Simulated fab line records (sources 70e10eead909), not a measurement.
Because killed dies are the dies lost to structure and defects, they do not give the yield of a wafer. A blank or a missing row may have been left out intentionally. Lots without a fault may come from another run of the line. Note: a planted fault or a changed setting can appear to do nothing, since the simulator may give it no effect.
Matching of chambers + flow nand harc + ald hk-01 running NHARC_A_CHANNEL_FILL_D1_ALD_02: 4 sister chambers
The step deposits SiO2, target thk 6 nm, pulse time 10 s, ald cycles 60. 16 wafers are shown with their chamber, then 8 later ones without.

== WAFERS, EACH WITH ITS CHAMBER ==
| wafer  | chamber | heater power w (W) | precursor pulse height rel |
|--------|---------|--------------------|----------------------------|
| L075.4 | 3       | 551                | 0.990                      |
| L075.5 | 1       | 519                | 1.021                      |
| L075.6 | 0       | 629                | 1.008                      |
| L076.2 | 3       | 531                | 1.029                      |
| L076.3 | 2       | 490                | 1.008                      |
| L076.6 | 2       | 494                | 1.005                      |
| L082.1 | 0       | 626                | 0.991                      |
| L082.3 | 1       | 530                | 0.983                      |
| L082.5 | 3       | 542                | 1.011                      |
| L086.3 | 0       | 616                | 0.996                      |
| L086.5 | 1       | 535                | 1.019                      |
| L086.6 | 2       | 478                | 1.028                      |
| L088.2 | 3       | 531                | 0.975                      |
| L088.3 | 1       | 554                | 1.008                      |
| L088.6 | 1       | 544                | 0.996                      |
| L092.1 | 3       | 521                | 0.979                      |

SIGNATURES (averages over the wafers above)
| reading                    | chamber 0 | chamber 1 | chamber 2 | chamber 3 | scatter within a chamber |
|----------------------------|-----------|-----------|-----------|-----------|--------------------------|
| heater power w             | 623.67    | 536.40    | 487.33    | 535.20    | 11.1                     |
| precursor pulse height rel | 0.99833   | 1.00540   | 1.01367   | 0.99680   | 0.0172                   |
Rule: a wafer's distance from a chamber is the root of the sum, over the readings, of the square of ((its reading less the chamber's mean) divided by the reading's scatter). The wafer belongs to the nearest chamber; if the next one is less than 2 further off, it can't be placed. The scatter: take each reading less its chamber's mean, square it, sum over the shown wafers, divide by the number of wafers less the number of chambers, and take the root.

== WAFERS MISSING THEIR CHAMBER ==
| wafer  | heater power w (W) | precursor pulse height rel |
|--------|--------------------|----------------------------|
| L092.3 | 610                | 1.010                      |
| L092.5 | 474                | 1.008                      |
| L094.1 | 460                | 1.007                      |
| L094.2 | 522                | 1.002                      |
| L094.3 | 627                | 0.987                      |
| L093.1 | 482                | 1.036                      |
| L093.2 | 543                | 0.986                      |
| L093.4 | 515                | 0.994                      |

== THE CHAMBER EACH PASSED THROUGH ==
| wafer  | from the rows above          | in truth |
|--------|------------------------------|----------|
| L092.3 | 0                            | 0        |
| L092.5 | 2                            | 2        |
| L094.1 | 2                            | 2        |
| L094.2 | can't be placed: 3 or 1 or 2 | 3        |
| L094.3 | 0                            | 0        |
| L093.1 | 2                            | 2        |
| L093.2 | can't be placed: 3 or 1      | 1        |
| L093.4 | can't be placed: 3 or 1 or 2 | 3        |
Placed correctly: 5 of 8. Cannot be placed on the basis of these rows: 3; the candidates contain the true chamber in 3. 0 placed wrongly.
